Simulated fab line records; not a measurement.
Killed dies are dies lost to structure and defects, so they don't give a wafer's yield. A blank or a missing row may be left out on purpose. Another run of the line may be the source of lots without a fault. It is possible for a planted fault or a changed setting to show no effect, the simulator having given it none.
Comparing a struck lot with a sound one ; flow n5_finfet ; 14 steps out of a route of 1938
Sound: the wafers L798.1, L798.2, L798.3. The struck wafers were L799.1, L799.3, L799.6. Last of all comes the cause.
Order at every step that has rows: each side's tool, ch and its chambers, its first start. Under that, the readings that differ: sound wafers ; struck wafers ; difference of the means ; sigmas: that difference in standard deviations of wafers without a fault.
alike: words and numbers the same on both sides, and readings whose means are apart by under 2 such deviations; not compared: readings that were withheld, readings missing a value for some wafer, numbers with overlapping values and no deviation given by the record, and bounds like >300 which may hide the same value.
A row with sigmas, a row that says differs or no value, or rows on one side alone: a step with any of these is where the two part. Numbers that have no deviation but don't overlap get no sigmas and don't part them. A reading that every wafer of one side lacks parts them only if that side has two wafers or more.

first, 1 step without rows for these wafers: N5_BEOL_M13_PRE_CLEAN_52 (time 15 s).
N5_BEOL_M13_DEP_53: deposits SiCN from 3MS/NH3, target thk 50 nm, time 17.8 s.
  sound on pecvd-02 ch 0,1,2, day 13 10:46; struck on pecvd-04 ch 0,1,2, day 13 13:50
  alike: showerhead_plenum_p_Torr, throttle_valve_pct
N5_BEOL_M13_RS_MEAS_54: a four-point-probe measurement.
  sound: film_metro-01 at day 13 10:49; struck: film_metro-02 at day 13 13:55
  alike: M13_RS
N5_BEOL_M13_INSPECT_55: inspects for defects (darkfield).
  sound: defect_inspect-01 at day 13 10:51; struck: defect_inspect-01 at day 13 13:56
  alike: raw_defect_count
N5_BEOL_M14_ILD_DEP_00: deposits SiO2 from TEOS/O2, target thk 1119.3 nm, time 237.4 s.
  sound on pecvd-01 ch 0,1,2, day 13 10:53; struck on pecvd-03 ch 1,2, day 13 13:58
  alike: heater_power_w, showerhead_plenum_p_Torr, throttle_valve_pct
N5_BEOL_M14_THK_MEAS_01:
  sound: film_metro-01 at day 13 11:05; struck: film_metro-01 at day 13 14:10
  alike: M14_ILD_THK
then, 6 steps without rows for these wafers: N5_BEOL_M14_COAT_58 (time 60 s, resist thk 89 nm); N5_BEOL_M14_COAT_04 (resist thk 800 nm); N5_BEOL_M14_EBR_06; N5_BEOL_M14_SOFTBAKE_05 (time 60 s); N5_BEOL_M14_EXPOSE_07 (exposes mask V13); N5_BEOL_M14_PEB_08 (peb time 90 s).
N5_BEOL_M14_DEVELOP_09: develop time 45 s.
  sound on litho_track-05 ch 0, day 13 11:16; struck on litho_track-04, day 13 14:22
  no value came back on the struck wafers for chill_plate_temp_C (C), develop_time_s (s), resist_line_temp_C (C); on the sound wafers chill_plate_temp_C (C) reads 23.09 23.04 22.95
reading;sound;struck;difference;sigmas
model.coat_of_BEOL_M14_COAT_04.thk_nm (nm);780.4 780.8 781;800 798.4 798;+18;
then, 1 step without rows for these wafers: N5_BEOL_M14_HARDBAKE_14 (time 120 s).

WHERE THEY PART
N5_BEOL_M14_DEVELOP_09 only, going by this record.

WHY: whatever the simulator had introduced
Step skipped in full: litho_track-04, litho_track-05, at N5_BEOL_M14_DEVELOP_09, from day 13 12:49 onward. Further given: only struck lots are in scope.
